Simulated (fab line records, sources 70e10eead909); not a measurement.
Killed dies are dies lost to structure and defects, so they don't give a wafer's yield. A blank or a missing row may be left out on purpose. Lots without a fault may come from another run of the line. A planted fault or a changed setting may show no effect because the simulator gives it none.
Which tool did it? | flow nand_harc | 19 lots, 57 wafers sampled, at 5 steps of a route of 1302

WHAT THE GAUGES READ, wafer by wafer
NHARC_P_M2_INSPECT_27.
lot  | measured     | on                | raw_defect_count
L074 | day 6 10:41  | defect_inspect-01 | 207 308 255
L075 | day 7 00:25  | defect_inspect-02 | 426 216 249
L076 | day 7 07:38  | defect_inspect-02 | 415 303 362
L077 | day 7 19:01  | defect_inspect-01 | 256 252 249
L078 | day 8 06:49  | defect_inspect-01 | 401 293 325
L079 | day 8 18:53  | defect_inspect-01 | 280 368 195
L080 | day 9 08:28  | defect_inspect-01 | 291 281 295
L081 | day 9 08:59  | defect_inspect-01 | 530 264 444
L082 | day 9 20:46  | defect_inspect-02 | 206 170 243
L084 | day 10 14:56 | defect_inspect-02 | 454 309 460
L085 | day 11 05:52 | defect_inspect-02 | 315 348 438
L087 | day 12 02:33 | defect_inspect-01 | 256 532 467
L090 | day 13 07:15 | defect_inspect-01 | 206 223 313
L091 | day 13 11:14 | defect_inspect-02 | 322 159 289
L092 | day 14 00:36 | defect_inspect-02 | 281 346 244
L093 | day 14 13:34 | defect_inspect-02 | 335 364 228
L095 | day 15 01:05 | defect_inspect-02 | 219 137 218
L096 | day 15 14:15 | defect_inspect-01 | 284 316 501
L097 | day 15 22:18 | defect_inspect-02 | 311 352 255

WHICH TOOL RAN EACH LOT (tool, then ch and the chambers of the sampled wafers, then the start)
lot  | NHARC_P_M0_DEP_32               | NHARC_P_M2_ETCH_35                 | NHARC_P_M2_STRIP_18                | NHARC_P_M2_ETCH_28
L074 | pecvd-02 ch 0,1, day 6 02:29    | rie_diel-11 ch 0,1, day 6 08:11    | rie_diel-10 ch 0,1, day 6 08:29    | rie_diel-10 ch 0,1, day 6 10:41 or earlier
L075 | pecvd-03 ch 0,1, day 6 16:11    | rie_diel-12 ch 0,2, day 6 21:52    | rie_diel-10 ch 1,3, day 6 22:10    | rie_diel-10 ch 1,2,3, day 7 00:25 or earlier
L076 | pecvd-01 ch 0,2, day 6 23:31    | rie_diel-11 ch 1,2,3, day 7 05:10  | rie_diel-11 ch 0,2,3, day 7 05:30  | rie_diel-11 ch 1,2,3, day 7 07:38 or earlier
L077 | pecvd-01 ch 0,1, day 7 10:18    | rie_diel-11 ch 0,1,3, day 7 16:07  | rie_diel-11 ch 0,2, day 7 16:26    | rie_diel-11 ch 1,2, day 7 19:01 or earlier
L078 | pecvd-02 ch 0,1,2, day 7 22:25  | rie_diel-11 ch 0,1,2, day 8 03:53  | rie_diel-10 ch 0,1,3, day 8 04:13  | rie_diel-10 ch 0,1, day 8 06:49 or earlier
L079 | pecvd-01 ch 1,2, day 8 10:29    | rie_diel-10 ch 0,2,3, day 8 16:25  | rie_diel-11 ch 1,2, day 8 16:44    | rie_diel-11 ch 0,3, day 8 18:53 or earlier
L080 | pecvd-01 ch 0,1, day 9 00:00    | rie_diel-11 ch 1,3, day 9 05:34    | rie_diel-12 ch 0,2, day 9 05:52    | rie_diel-12 ch 0,1, day 9 08:28 or earlier
L081 | pecvd-01 ch 0,1,2, day 9 00:51  | rie_diel-11 ch 0,1,2, day 9 06:29  | rie_diel-12 ch 0,2,3, day 9 06:49  | rie_diel-12 ch 1,2,3, day 9 08:59 or earlier
L082 | pecvd-03 ch 0,1,2, day 9 12:38  | rie_diel-11 ch 0,1,2, day 9 18:17  | rie_diel-12 ch 1,2,3, day 9 18:34  | rie_diel-12 ch 1,2,3, day 9 20:46 or earlier
L084 | pecvd-02 ch 0,1,2, day 10 06:40 | rie_diel-11 ch 0,2,3, day 10 12:23 | rie_diel-12 ch 0,2,3, day 10 12:42 | rie_diel-12 ch 0,2,3, day 10 14:56 or earlier
L085 | pecvd-01 ch 0,1,2, day 10 21:22 | rie_diel-12 ch 1,3, day 11 03:17   | rie_diel-11 ch 2,3, day 11 03:35   | rie_diel-11 ch 0,2,3, day 11 05:52 or earlier
L087 | pecvd-01 ch 0,1, day 11 18:22   | rie_diel-12 ch 1,2, day 12 00:02   | rie_diel-10 ch 1,3, day 12 00:20   | rie_diel-10 ch 0,1,3, day 12 02:33 or earlier
L090 | pecvd-01 ch 0,1, day 12 23:01   | rie_diel-11 ch 0,1,2, day 13 04:36 | rie_diel-12 ch 1,3, day 13 04:55   | rie_diel-12 ch 1,3, day 13 07:15 or earlier
L091 | pecvd-01 ch 0,1,2, day 13 03:17 | rie_diel-10 ch 0,1, day 13 08:45   | rie_diel-12 ch 1,2, day 13 09:02   | rie_diel-12 ch 1,2, day 13 11:14 or earlier
L092 | pecvd-02 ch 0,1,2, day 13 16:07 | rie_diel-11 ch 0,2,3, day 13 21:48 | rie_diel-11 ch 0,2,3, day 13 22:07 | rie_diel-11 ch 0,1,3, day 14 00:36 or earlier
L093 | pecvd-02 ch 0,1,2, day 14 05:07 | rie_diel-10 ch 1,2,3, day 14 10:55 | rie_diel-11 ch 0,1,2, day 14 11:14 | rie_diel-11 ch 1,2,3, day 14 13:34 or earlier
L095 | pecvd-03 ch 1,2, day 14 16:53   | rie_diel-11 ch 2,3, day 14 22:35   | rie_diel-12 ch 1,2,3, day 14 22:57 | rie_diel-12 ch 0,3, day 15 01:05 or earlier
L096 | pecvd-02 ch 0,2, day 15 06:17   | rie_diel-10 ch 0,1,2, day 15 11:40 | rie_diel-11 ch 2,3, day 15 11:58   | rie_diel-11 ch 0,2,3, day 15 14:15 or earlier
L097 | pecvd-01 ch 0,1,2, day 15 14:07 | rie_diel-10 ch 0,1,2, day 15 19:38 | rie_diel-11 ch 1,2, day 15 19:56   | rie_diel-11 ch 1,2, day 15 22:18 or earlier
- NHARC_P_M0_DEP_32: deposits SiCN, target thk 30 nm.
- NHARC_P_M2_ETCH_35: etches the open film in N2/H2, target depth 40 nm, overetch 12 nm, time 43.94 s.
- NHARC_P_M2_STRIP_18: strips in N2/H2.
- NHARC_P_M2_ETCH_28: etches the open film in CF4/N2, target depth 30 nm, time 72.99 s.

WHAT THE TOOLS THEMSELVES READ (means of the sampled wafers that have a number; where no wafer has one, the mark that the record gives instead)
NHARC_P_M0_DEP_32.
lot  | tool     | heater_power_w (W) | rf_fwd_power_W (W)
L074 | pecvd-02 | 582                | 447.4
L075 | pecvd-03 | 572                | 449.0
L076 | pecvd-01 | 590                | 449.4
L077 | pecvd-01 | 686                | 449.7
L078 | pecvd-02 | 677                | 450.3
L079 | pecvd-01 | 639                | 447.2
L080 | pecvd-01 | 602                | 448.8
L081 | pecvd-01 | 625                | 448.3
L082 | pecvd-03 | 537                | 448.6
L084 | pecvd-02 | 631                | 450.4
L085 | pecvd-01 | 642                | 448.4
L087 | pecvd-01 | 651                | 448.2
L090 | pecvd-01 | 702                | 448.9
L091 | pecvd-01 | 645                | 448.8
L092 | pecvd-02 | 717                | 449.2
L093 | pecvd-02 | 709                | 447.9
L095 | pecvd-03 | 521                | 450.2
L096 | pecvd-02 | 723                | 449.4
L097 | pecvd-01 | 578                | 448.7

NHARC_P_M2_ETCH_35.
lot  | tool        | drypump_motor_current_A (A) | h2_flow_sccm (sccm) | n2_flow_sccm (sccm) | oes_product_au (a.u.) | rf_fwd_power_W (W) | rf_vpp_V (V) | showerhead_plenum_p_Torr (Torr) | throttle_valve_pct (%)
L074 | rie_diel-11 | 6.1                         | 150.1               | 149.6               | 0.995                 | 393.3              | 430.5        | 2.02                            | 14.178
L075 | rie_diel-12 | 5.0                         | 150.3               | 150.0               | 1.005                 | 394.4              | 433.1        | 2.14                            | 14.168
L076 | rie_diel-11 | 6.0                         | 149.7               | 150.3               | 0.999                 | 397.1              | 429.5        | 2.00                            | 14.171
L077 | rie_diel-11 | 6.3                         | 150.0               | 150.7               | 1.001                 | 394.9              | 430.5        | 2.06                            | 14.177
L078 | rie_diel-11 | 6.0                         | 149.7               | 150.4               | 1.001                 | 395.5              | 431.0        | 2.04                            | 14.175
L079 | rie_diel-10 | 6.3                         | 149.8               | 149.6               | 1.001                 | 397.3              | 430.6        | 2.06                            | 14.179
L080 | rie_diel-11 | 6.2                         | 149.9               | 150.0               | 1.007                 | 395.1              | 429.7        | 2.01                            | 14.170
L081 | rie_diel-11 | 6.0                         | 149.7               | 150.0               | 1.005                 | 395.6              | 430.2        | 2.04                            | 14.162
L082 | rie_diel-11 | 6.0                         | 149.7               | 150.0               | 0.998                 | 395.4              | 430.3        | 2.04                            | 14.173
L084 | rie_diel-11 | 6.2                         | 150.1               | 150.2               | 1.005                 | 394.0              | 431.8        | 2.08                            | 14.182
L085 | rie_diel-12 | 5.4                         | 150.0               | 150.2               | 0.996                 | 394.4              | 429.7        | 2.03                            | 14.175
L087 | rie_diel-12 | 5.0                         | 150.1               | 149.7               | 1.003                 | 394.3              | 432.5        | 2.09                            | 14.164
L090 | rie_diel-11 | 6.0                         | 149.7               | 150.1               | 0.994                 | 394.5              | 430.4        | 2.04                            | 14.175
L091 | rie_diel-10 | 6.5                         | 149.6               | 150.7               | 0.995                 | 393.2              | 429.4        | 2.01                            | 14.174
L092 | rie_diel-11 | 6.2                         | 150.3               | 150.1               | 1.008                 | 394.5              | 432.1        | 2.08                            | 14.174
L093 | rie_diel-10 | 6.3                         | 149.9               | 150.0               | 0.999                 | 394.6              | 430.9        | 2.03                            | 14.177
L095 | rie_diel-11 | 5.8                         | 150.2               | 149.7               | 0.997                 | 396.2              | 429.5        | 2.02                            | 14.180
L096 | rie_diel-10 | 6.4                         | 150.3               | 150.1               | 0.995                 | 396.2              | 429.4        | 2.02                            | 14.170
L097 | rie_diel-10 | 6.4                         | 150.0               | 150.1               | 0.998                 | 395.0              | 430.1        | 2.02                            | 14.167

NHARC_P_M2_STRIP_18.
lot  | tool        | drypump_motor_current_A (A) | h2_flow_sccm (sccm) | n2_flow_sccm (sccm) | oes_product_au (a.u.) | rf_fwd_power_W (W) | rf_vpp_V (V) | showerhead_plenum_p_Torr (Torr) | throttle_valve_pct (%)
L074 | rie_diel-10 | 6.6                         | 150.3               | 150.2               | 1.002                 | 996.0              | 90.6         | 2.04                            | 14.170
L075 | rie_diel-10 | 6.4                         | 150.1               | 151.0               | 1.011                 | 996.4              | 90.2         | 2.03                            | 14.167
L076 | rie_diel-11 | 6.2                         | 150.0               | 149.8               | 1.002                 | 997.1              | 90.3         | 2.08                            | 14.171
L077 | rie_diel-11 | 6.2                         | 150.6               | 150.0               | 0.997                 | 997.2              | 91.2         | 2.13                            | 14.173
L078 | rie_diel-10 | 6.5                         | 150.1               | 149.7               | 1.002                 | 999.6              | 91.4         | 2.05                            | 14.162
L079 | rie_diel-11 | 5.6                         | 150.7               | 150.4               | 1.006                 | 998.3              | 90.1         | 1.98                            | 14.176
L080 | rie_diel-12 | 4.9                         | 150.0               | 149.9               | 1.002                 | 997.1              | 91.5         | 2.14                            | 14.162
L081 | rie_diel-12 | 5.1                         | 149.8               | 149.4               | 1.006                 | 997.0              | 91.5         | 2.11                            | 14.166
L082 | rie_diel-12 | 5.2                         | 149.7               | 149.6               | 0.997                 | 998.5              | 90.8         | 2.06                            | 14.169
L084 | rie_diel-12 | 5.1                         | 149.8               | 149.8               | 1.008                 | 996.2              | 91.4         | 2.11                            | 14.180
L085 | rie_diel-11 | 6.1                         | 150.3               | 150.3               | 1.005                 | 997.9              | 90.2         | 2.03                            | 14.180
L087 | rie_diel-10 | 6.3                         | 150.1               | 150.1               | 1.007                 | 997.9              | 90.8         | 2.03                            | 14.165
L090 | rie_diel-12 | 5.4                         | 150.1               | 149.6               | 0.997                 | 999.5              | 91.0         | 2.03                            | 14.178
L091 | rie_diel-12 | 5.0                         | 150.3               | 150.4               | 1.012                 | 996.8              | 91.5         | 2.09                            | 14.175
L092 | rie_diel-11 | 6.2                         | 150.2               | 150.1               | 1.000                 | 997.2              | 90.9         | 2.08                            | 14.172
L093 | rie_diel-11 | 6.0                         | 149.8               | 150.1               | 0.989                 | 998.2              | 90.7         | 2.04                            | 14.171
L095 | rie_diel-12 | 5.2                         | 150.1               | 149.9               | 1.002                 | 998.0              | 91.0         | 2.06                            | 14.168
L096 | rie_diel-11 | 5.8                         | 149.6               | 150.0               | 0.998                 | 997.5              | 91.1         | 2.02                            | 14.167
L097 | rie_diel-11 | 5.7                         | 149.9               | 149.5               | 0.991                 | 998.5              | 89.7         | 1.96                            | 14.172

NHARC_P_M2_ETCH_28.
lot  | tool        | drypump_motor_current_A (A) | n2_flow_sccm (sccm) | oes_product_au (a.u.) | rf_fwd_power_W (W) | rf_vpp_V (V) | showerhead_plenum_p_Torr (Torr) | throttle_valve_pct (%)
L074 | rie_diel-10 | 6.5                         | 99.99               | 0.994                 | 295.3              | 314.8        | 2.60                            | 19.794
L075 | rie_diel-10 | 6.3                         | 99.79               | 0.997                 | 296.3              | 314.5        | 2.62                            | 19.799
L076 | rie_diel-11 | 5.9                         | 100.25              | 0.999                 | 297.7              | 313.7        | 2.58                            | 19.793
L077 | rie_diel-11 | 5.7                         | 99.93               | 0.992                 | 297.2              | 313.3        | 2.53                            | 19.801
L078 | rie_diel-10 | 6.6                         | 100.21              | 1.003                 | 295.4              | 313.1        | 2.59                            | 19.790
L079 | rie_diel-11 | 6.6                         | 100.15              | 1.001                 | 295.5              | 315.8        | 2.75                            | 19.796
L080 | rie_diel-12 | 5.6                         | 99.70               | 1.002                 | 297.6              | 316.8        | 2.75                            | 19.786
L081 | rie_diel-12 | 5.2                         | 99.59               | 0.997                 | 296.8              | 315.2        | 2.65                            | 19.785
L082 | rie_diel-12 | 5.2                         | 100.21              | 0.997                 | 296.5              | 314.0        | 2.65                            | 19.793
L084 | rie_diel-12 | 5.1                         | 99.78               | 1.001                 | 296.6              | 315.6        | 2.70                            | 19.790
L085 | rie_diel-11 | 6.2                         | 100.02              | 0.999                 | 296.5              | 314.6        | 2.67                            | 19.806
L087 | rie_diel-10 | 6.4                         | 100.25              | 1.006                 | 297.8              | 315.5        | 2.64                            | 19.788
L090 | rie_diel-12 | 5.4                         | 100.23              | 0.993                 | 297.6              | 314.0        | 2.61                            | 19.797
L091 | rie_diel-12 | 5.5                         | 99.68               | 1.007                 | 297.0              | 314.0        | 2.66                            | 19.785
L092 | rie_diel-11 | 6.3                         | 100.03              | 1.001                 | 296.6              | 314.7        | 2.65                            | 19.795
L093 | rie_diel-11 | 5.9                         | 99.87               | 0.999                 | 298.0              | 313.9        | 2.58                            | 19.803
L095 | rie_diel-12 | 5.2                         | 99.74               | 0.990                 | 297.3              | 314.4        | 2.67                            | 19.796
L096 | rie_diel-11 | 6.2                         | 100.21              | 1.013                 | 297.6              | 314.5        | 2.67                            | 19.796
L097 | rie_diel-11 | 5.6                         | 100.15              | 0.990                 | 298.7              | 313.1        | 2.56                            | 19.792

THE ANSWER, worked out from the rows above alone
Rule: what is usual is taken from the lots themselves. Put in order of their means at a reading, lots are off if they are a third of the lots or fewer, leave a main group of 4 or more, and stand apart from it by a gap of 3 or more times the standard deviation of the main group's means; of several such gaps the widest counts. A main group whose means are all the same, to the digits that the tables above print for the reading, isn't used. A lot without any number at a reading at which 4 lots or more have one is off too. The other lots that the step has rows for count as sound. The gauges are gone through in route order, then the tools' own readings, and for those a lot's mean is taken as printed above. The first step at which some lot is off is used, and at that step the reading that is off furthest; a lot without a number counts as furthest.
No lot is off at any reading shown: from this, nothing can be told.

WHAT THE SIMULATOR HAD PUT IN
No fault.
